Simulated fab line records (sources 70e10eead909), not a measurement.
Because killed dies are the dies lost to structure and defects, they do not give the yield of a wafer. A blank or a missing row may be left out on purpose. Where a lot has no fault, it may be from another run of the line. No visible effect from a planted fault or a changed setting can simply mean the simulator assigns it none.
A lot that was struck, set against a sound lot ; flow nand-harc ; 14 steps out of a route of 1302
Sound: the wafers L496.1, L496.5, L496.6. Struck: wafers L504.3, L504.6 (left out: L504.5, a lot-mate that was not struck); the cause follows at the end.
Each step with rows lists, per side, the tool, then ch with its chambers, then its first start. Under that, the readings that differ: sound wafers ; struck wafers ; difference of the means ; sigmas: that difference in standard deviations of wafers without a fault.
alike: same words and numbers on both sides, and readings whose means sit less than 2 such deviations apart. not compared: any withheld reading, any reading some wafer has no value for, any bound like >300 that may hide the same value, and any number with overlapping values for which the record gives no deviation.
Wherever a step has rows on one side only, a row that says differs or no value, or a row with sigmas, the two part there. Non-overlapping numbers with no deviation appear without sigmas and do not part them. A reading missing from all wafers of one side parts the sides only when that side holds two or more wafers.

first, 9 steps without rows for these wafers: NHARC_THIN_TSV_PVD_24 (deposits Al, target thk 800 nm); NHARC_THIN_TSV_DEHYDRATE_25 (time 120 s); NHARC_THIN_TSV_HMDS_26 (time 30 s); NHARC_THIN_TSV_COAT_27; NHARC_THIN_TSV_SOFTBAKE_28 (time 95 s); NHARC_THIN_TSV_EBR_29; NHARC_THIN_TSV_EXPOSE_30 (exposes mask PAD); NHARC_THIN_TSV_PEB_31 (peb time 85 s); NHARC_THIN_TSV_DEVELOP_32 (time 70 s).
NHARC_THIN_TSV_CD_MEAS_33: the cd target is 5000 nm.
  sound on cd-sem-02 ch 0, day 25 03:48; struck on cd-sem-01 ch 0, day 28 20:13
  alike: cd-nm
then, 1 step without rows for these wafers: NHARC_THIN_TSV_HARDBAKE_34 (time 80 s).
NHARC_THIN_TSV_DESCUM_35: chemistry O2, time 3 s.
  sound on rie-diel-12 ch 0,1,2, day 25 03:59; struck on rie-diel-12 ch 1, day 28 20:23
reading;sound;struck;difference;sigmas
rf-vpp-V (V);56.5 59.2 57.9;56.3 55.0;-2.2;-2
  alike: drypump-motor-current-A, oes-product-au, showerhead-plenum-p-Torr, throttle-valve-pct
  not compared: rf-hours-counter-h
NHARC_THIN_TSV_ETCH_59: etches the open film in Cl2/BCl3, target depth 880 nm, time 138.1 s.
  sound on rie-metal-02 ch 0,1, day 25 04:07; struck on rie-metal-02 ch 0, day 28 20:37
reading;sound;struck;difference;sigmas
run-length-s (s);159.0 158.7 160.2;145.6 145.5;-13.7;-27
  alike: drypump-motor-current-A, oes-product-au, throttle-valve-pct
  not compared: rf-hours-counter-h
NHARC_THIN_TSV_ETCH_36: etches the open film in Cl2/BCl3, target depth 65 nm, time 18.571 s.
  sound on rie-metal-02 ch 0,1, day 25 04:21; struck on rie-metal-02 ch 0,1, day 28 20:47
  alike: drypump-motor-current-A, oes-product-au, run-length-s
  not compared: rf-hours-counter-h

WHERE THEY PART
Last at NHARC_THIN_TSV_ETCH_59 as far as this record goes, first at NHARC_THIN_TSV_DESCUM_35. Later steps at which nothing parts them and some readings are alike: NHARC_THIN_TSV_ETCH_36.

WHY: what had been put in by the simulator
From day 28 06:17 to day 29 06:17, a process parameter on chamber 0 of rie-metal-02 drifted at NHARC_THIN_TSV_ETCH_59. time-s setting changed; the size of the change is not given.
